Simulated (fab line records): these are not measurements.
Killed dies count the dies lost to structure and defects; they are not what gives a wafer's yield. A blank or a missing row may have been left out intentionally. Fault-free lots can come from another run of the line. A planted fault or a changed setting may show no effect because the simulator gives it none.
A struck lot beside a sound one	flow n5Finfet	26 out of 1938 route steps
Sound: these wafers, L890.1, L890.3, L890.4. Wafers struck: L877.1, L877.3, L877.4. Last of all comes the cause.
For every step that has rows: the tool of each side, followed by ch and its chambers, followed by its first start. Under that, the readings that differ: sound wafers	struck wafers	difference of the means	sigmas: that difference in standard deviations of wafers without a fault.
alike: readings with means less than 2 such deviations apart, plus words and numbers identical on both sides. not compared: withheld readings, readings lacking a value on some wafer, bounds such as >300 that could conceal the same value, and numbers that have no deviation in the record and whose values overlap.
The two part at a step that has a row with sigmas, a row that says differs or no value, or rows on one side only. When numbers do not overlap yet have no deviation, they are printed without sigmas and do not part them. A reading missing from all wafers of one side parts the sides only when that side holds two or more wafers.

first, 9 steps without rows for these wafers: N5_BEOL_M3_ILD_DEP_00 (deposits SiOC from DEMS/O2, target thk 79 nm, time 15.3 s); N5_BEOL_M3_PECVD_72 (deposits SiO2 from TEOS/O2, target thk 16 nm, time 18 s); N5_BEOL_M3_HM_DEP_02 (deposits TiN, target thk 20 nm); N5_BEOL_M3_COAT_61 (time 60 s, resist thk 60 nm); N5_BEOL_M3_COAT_62 (time 60 s, resist thk 12 nm); N5_BEOL_M3_COAT_73 (time 60 s, resist thk 5 nm); N5_BEOL_M3_COAT_05 (resist thk 30 nm); N5_BEOL_M3_EBR_07; N5_BEOL_M3_SOFTBAKE_06 (time 60 s).
N5_BEOL_M3_EXPOSE_08: exposes mask M3.
  sound on euvScanner-02 ch 0, day 11 17:04; struck on euvScanner-01 ch 0, day 8 14:28
reading	sound	struck	difference	sigmas
exposureDoseMJCm2	32.93 32.88 32.88	34.68 34.68 34.65	+1.77	+48
  alike: mask, focusOffsetNm
then, 2 steps without rows for these wafers: N5_BEOL_M3_PEB_09 (peb time 60 s); N5_BEOL_M3_DEVELOP_10 (develop time 30 s).
N5_BEOL_M3_CD_MEAS_11: the cd target is 17.05 nm.
  sound on cdSem-01 ch 0, day 11 17:11; struck on cdSem-01 ch 0, day 8 14:36
reading	sound	struck	difference	sigmas
cdNm (nm)	16.87 16.69 16.78	18.22 18.33 18.10	+1.44	+6
then, 1 step without rows for these wafers: N5_BEOL_M3_DESCUM_16 (chemistry O2, time 7 s).
N5_BEOL_M3_ETCH_74: etches underlayer in N2/H2, target depth 6.5 nm, time 5.2 s.
  sound on rieDiel-05 ch 0,1,2, day 11 17:29; struck on rieDiel-03 ch 0,1,2, day 8 14:46
reading	sound	struck	difference	sigmas
model.BEOL_M3.cdOffsetNm (nm)	0 0 -0.4	1.2 1.2 1	+1.3	
  alike: drypumpMotorCurrentA, etchRfOnTimeS, oesProductAu, rfVppV, showerheadPlenumPTorr, throttleValvePct
  not compared: rfHoursCounterH
then, 5 steps without rows for these wafers: N5_BEOL_M3_ETCH_63 (etches SiARC in CF4, target depth 15.6 nm, time 26 s); N5_BEOL_M3_ETCH_64 (etches SOC in N2/H2, target depth 75 nm, overetch 15 nm, time 112.5 s); N5_BEOL_M3_STRIP_65 (strips in N2/H2); N5_BEOL_M3_STRIP_75 (strips in N2/H2); N5_BEOL_M3_STRIP_66 (strips in CF4).
N5_BEOL_M3_HM_OPEN_17: chemistry Cl2/BCl3, target TiN, target depth 20 nm, overetch 6 nm.
  sound on rieMetal-01 ch 0,1, day 11 17:43; struck on rieMetal-01 ch 0,1, day 8 14:58
reading	sound	struck	difference	sigmas
model.BEOL_M3.cdOffsetNm (nm)	0.2 0.2 0	1.2 1.2 1.2	+1.1	
  alike: drypumpMotorCurrentA, oes_ar_750_au, oesProductAu, throttleValvePct
  not compared: rfHoursCounterH
then, 1 step without rows for these wafers: N5_BEOL_M3_STRIP_19 (strips in O2).
N5_BEOL_M3_CD_MEAS_18: pitch 36 nm, target cd 18 nm.
  struck on cdSem-01, day 8 15:09; sound on cdSem-03, day 11 17:53
reading	sound	struck	difference	sigmas
cdNm (nm)	18.26 18.34 18.33	18.94 19.03 19.43	+0.82	+3
then, 1 step without rows for these wafers: N5_BEOL_M3_COAT_67 (time 60 s, resist thk 60 nm).
N5_BEOL_M4_RC_MEAS_101:
  the record has rows for the sound wafers here (prober-02 ch 0, day 12 18:34) and none for the struck ones
-- record jumps: 6 days separate the struck wafers' starts on either side; left off in module BEOL_M4, taken up again in module PASSIVATION, whose first shown step is the route's number 1936 --
N5_PASSIVATION_PROBE_49:
  only the struck wafers here have rows in the record (prober-01, day 14 03:42); the sound ones have none

WHERE THEY PART
At N5_BEOL_M3_EXPOSE_08 first; at N5_PASSIVATION_PROBE_49 last (within this record only).

WHY: the cause the simulator had injected
Drift in process parameters on euvScanner-01 at N5_BEOL_M3_EXPOSE_08, starting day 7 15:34. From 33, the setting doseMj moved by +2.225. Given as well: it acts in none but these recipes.
